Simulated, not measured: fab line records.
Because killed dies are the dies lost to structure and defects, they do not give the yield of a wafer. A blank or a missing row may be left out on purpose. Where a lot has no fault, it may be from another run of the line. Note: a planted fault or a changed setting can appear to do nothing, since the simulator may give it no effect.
Matching of chambers	flow n5Finfet	N5_FIN_SAQP_HM_OPEN_33 on rieDiel-06 has 4 sister chambers
The step chemistry CH3F/O2, target SiNx, target depth 49.4 nm, time 70.6 s. 14 wafers are shown with their chamber, then 7 later ones without.

## EACH WAFER AND ITS CHAMBER
wafer	chamber	showerheadPlenumPTorr (Torr)	oesProductAu (a.u.)	throttleValvePct (%)
L085.3	3	1.97	0.60	16.48
L085.4	2	1.98	0.60	16.46
L085.5	0	1.94	0.74	16.10
L086.4	3	1.97	0.60	16.50
L086.5	0	1.94	0.73	16.10
L086.6	2	1.98	0.60	16.46
L087.1	0	1.94	0.73	16.10
L087.2	2	1.98	0.60	16.47
L087.5	0	1.94	0.73	16.11
L088.2	2	1.97	0.59	16.46
L088.4	2	1.97	0.60	16.48
L088.5	3	1.97	0.59	16.50
L089.1	2	1.97	0.60	16.50
L089.5	1	2.13	0.85	16.04

SIGNATURES, as means of the wafers listed above
reading	chamber 0	chamber 1	chamber 2	chamber 3	scatter within a chamber
showerheadPlenumPTorr	1.9400	2.1300	1.9750	1.9700	0.00387
oesProductAu	0.7325	0.8500	0.5983	0.5967	0.00474
throttleValvePct	16.1025	16.0400	16.4717	16.4933	0.0127
Rule: for each reading, subtract the chamber's mean from the wafer's reading, divide by that reading's scatter and square the result; add these up over the readings and take the root, which gives the wafer's distance from the chamber. If the next closest chamber is less than 2 further off than the closest, the wafer can't be placed; otherwise it belongs to the closest. How the scatter is found: for the shown wafers, subtract from each reading the mean of its chamber, square and add these, divide the total by (wafers less chambers), then take the root.

## WAFERS WHOSE CHAMBER IS MISSING
wafer	showerheadPlenumPTorr (Torr)	oesProductAu (a.u.)	throttleValvePct (%)
L089.6	1.94	0.73	16.11
L091.2	1.97	0.59	16.49
L091.3	1.93	0.71	16.11
L091.6	1.97	0.59	16.49
L093.3	1.97	0.58	16.51
L093.5	1.93	0.71	16.13
L093.6	2.12	0.79	16.08

## CHAMBER TAKEN BY EACH
wafer	from the rows above	in truth
L089.6	0	0
L091.2	can't be placed: 3 or 2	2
L091.3	0	0
L091.6	can't be placed: 3 or 2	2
L093.3	can't be placed: 3 or 2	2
L093.5	0	0
L093.6	1	1
Correct placement for 4 of the 7. Cannot be placed on the basis of these rows: 3; the candidates contain the true chamber in 3. Placed wrongly: 0.
